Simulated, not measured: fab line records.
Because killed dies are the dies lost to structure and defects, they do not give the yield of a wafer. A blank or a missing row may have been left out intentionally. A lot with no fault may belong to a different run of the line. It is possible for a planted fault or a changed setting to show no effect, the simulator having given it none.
A single fault, viewed from 3 desks | flow n5Finfet | what lay behind the numbers comes last; until then each desk has only its own
Where a reading is given only as a bound, like >300, the bound stands for it, and a mean or a difference that rests on one is marked > or <: the true number lies beyond.

## AT THE METROLOGY DESK
What the gauges read, lot by lot, whatever tool the lot ran on: means of the sampled wafers that have a number. If a lot's mean is further than 4 standard deviations from the usual mean, the lot is out of limits and carries the mark OUT (the distance appears in the brackets). 7 of its 10 readings are shown, namely those furthest out on some lot.
Columns: A = DIBL_N at N5_BEOL_M4_RC_MEAS_101, usual 36.0 mV/V; B = DIBL_P at N5_BEOL_M4_RC_MEAS_101, usual 36.3 mV/V; C = IOFF_P at N5_BEOL_M4_RC_MEAS_101, usual 0.21 nA/um; D = ION_P at N5_BEOL_M4_RC_MEAS_101, usual 463 uA/um; E = SS_N at N5_BEOL_M4_RC_MEAS_101, usual 71.4 mV/dec; F = VT_N at N5_BEOL_M4_RC_MEAS_101, usual 251 mV; G = VT_P at N5_BEOL_M4_RC_MEAS_101, usual -250 mV
lot  | first seen here | A    | B    | C    | D   | E    | F   | G
L689 | day 8 02:01     | 34.5 | 33.9 | 0.20 | 461 | 71.2 | 252 | -251
L691 | day 8 10:39     | 35.5 | 33.5 | 0.20 | 467 | 71.2 | 252 | -247
L696 | day 10 01:33    | 35.0 | 36.5 | 0.25 | 471 | 71.3 | 249 | -246
L699 | day 10 23:28    | 32.8 | 32.8 | 0.18 | 463 | 70.5 | 255 | -252
L705 | day 12 15:02    | 34.0 | 33.5 | 0.15 | 453 | 71.4 | 252 | -255
L708 | day 13 04:50    | 37.5 | 37.9 | 0.22 | 459 | 72.4 | 249 | -252
L709 | day 13 11:44    | 38.4 | 40.9 | 0.30 | 473 | 71.4 | 245 | -244
L710 | day 13 22:22    | 35.1 | 35.2 | 0.21 | 467 | 70.9 | 252 | -251
This desk's finding: nothing out of limits on any of the 8 lots.

## THE DEFECT DESK
Per lot, the means of the sampled wafers with a number show what the inspections along the route counted. If a lot's mean is further than 4 standard deviations from the usual mean, the lot is out of limits and carries the mark OUT (the distance appears in the brackets).
Columns: A = rawDefectCount at N5_BEOL_M0_CUTY_INSPECT_59, usual 2.0
lot  | first seen here | A
L689 | day 6 05:26     | 4.0
L691 | day 6 16:33     | 2.7
L696 | day 7 23:20     | 2.0
L699 | day 9 01:14     | 1.7
L705 | day 10 08:59    | 2.0
L708 | day 11 00:41    | >300 (+99 or more) OUT
L709 | day 11 15:14    | 2.3
L710 | day 11 16:57    | >300 (+99 or more) OUT
This desk finds L708, L710 out of limits, L708 being first, at day 11 00:41 (rawDefectCount at N5_BEOL_M0_CUTY_INSPECT_59). In limits: L689, L691, L696, L699, L705, L709.

## FOR THE TOOL OWNER'S DESK: rieDiel-06
The tool's own readings at N5_BEOL_M0_SAQP_CUT_ETCH_46 (etches SOC in N2/H2, target depth 135 nm, overetch 27 nm, time 202.5 s): means of the sampled wafers that have a number, for each lot that ran on this tool. If a lot's mean is further than 4 standard deviations from the usual mean, the lot is out of limits and carries the mark OUT (the distance appears in the brackets).
Columns: A = drypumpMotorCurrentA at N5_BEOL_M0_SAQP_CUT_ETCH_46, usual 6.0 A; B = rfVppV at N5_BEOL_M0_SAQP_CUT_ETCH_46, usual 523.4 V; C = showerheadPlenumPTorr at N5_BEOL_M0_SAQP_CUT_ETCH_46, usual 2.52 Torr; D = throttleValvePct at N5_BEOL_M0_SAQP_CUT_ETCH_46, usual 17.89 %
lot  | first seen here | A   | B     | C    | D
L689 | day 6 04:14     | 6.1 | 524.4 | 2.54 | 17.88
L696 | day 7 22:04     | 6.3 | 522.8 | 2.51 | 17.90
L708 | day 10 23:25    | 5.9 | 521.6 | 2.46 | 17.88
L710 | day 11 15:31    | 5.3 | 522.2 | 2.49 | 17.86
This desk's finding: nothing out of limits on any of the 4 lots.

## PUT TOGETHER
The defect desk could have raised an alarm at day 11 00:41, on L708, L710.
At the metrology desk, nothing out of limits was observed.
The desk of the tool owner found nothing out of limits.
The metrology desk has L708, L710 on record, within its limits.
The tool owner's desk has L708, L710 on record, within its limits.
Of the lots named, all ran N5_BEOL_M0_SAQP_CUT_ETCH_46 on rieDiel-06.

## WHAT WAS PUT IN BY THE SIMULATOR
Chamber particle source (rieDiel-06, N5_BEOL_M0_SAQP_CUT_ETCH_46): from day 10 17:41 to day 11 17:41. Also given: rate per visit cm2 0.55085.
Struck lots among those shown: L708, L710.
Hours from the fault's start to each desk's first reading out of limits: the defect desk, 7.
